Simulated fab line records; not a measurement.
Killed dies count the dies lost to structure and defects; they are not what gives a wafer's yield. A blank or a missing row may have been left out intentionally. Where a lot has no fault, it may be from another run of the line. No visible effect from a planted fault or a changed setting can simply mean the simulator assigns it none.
Matching of chambers ; flow n5_finfet ; cmp-02 running N5_MOL_CONTACT_COAG_CMP_28: 4 sister chambers
The step polishes, stops on SiNx, t overpolish 0.85 s, target thk 14.522 nm. 4 wafers are shown with their chamber, then 10 later ones without.

== WAFERS WITH THEIR CHAMBER ==
wafer;chamber;time_to_endpoint_s (s)
L083.4;0;7.2
L086.4;3;1.9
L089.2;1;2.3
L089.4;2;1.9

== WAFERS WITHOUT THEIR CHAMBER ==
wafer;time_to_endpoint_s (s)
L089.6;4.9
L090.2;6.4
L090.4;3.5
L090.5;6.6
L091.1;0.5
L091.2;8.2
L091.4;4.5
L093.1;5.1
L093.5;5.4
L093.6;4.3

== THE CHAMBER EACH PASSED THROUGH ==
wafer;from the rows above;in truth
L089.6;can't be placed: 0 or 1 or 2 or 3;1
L090.2;0;0
L090.4;can't be placed: 1 or 2 or 3 or 0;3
L090.5;0;0
L091.1;can't be placed: 2 or 3 or 1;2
L091.2;0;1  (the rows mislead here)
L091.4;can't be placed: 1 or 2 or 3 or 0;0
L093.1;can't be placed: 0 or 1 or 2 or 3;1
L093.5;can't be placed: 0 or 1 or 2 or 3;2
L093.6;can't be placed: 1 or 2 or 3 or 0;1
Placed correctly: 2 of 10. These rows do not allow placing 7 (true chamber among the candidates in 7). Wrongly placed: 1.
How it was worked out, from the rows above alone: a wafer's distance from a chamber is the root of the sum, over the readings, of the square of ((its reading less the chamber's mean) divided by the reading's scatter). The wafer belongs to the nearest chamber; if the next one is less than 2 further off, it can't be placed. Each chamber's mean is taken over the wafers shown for it. The scatter: root of mean squared gap, hidden wafer to nearest shown wafer, with one shown wafer a chamber.
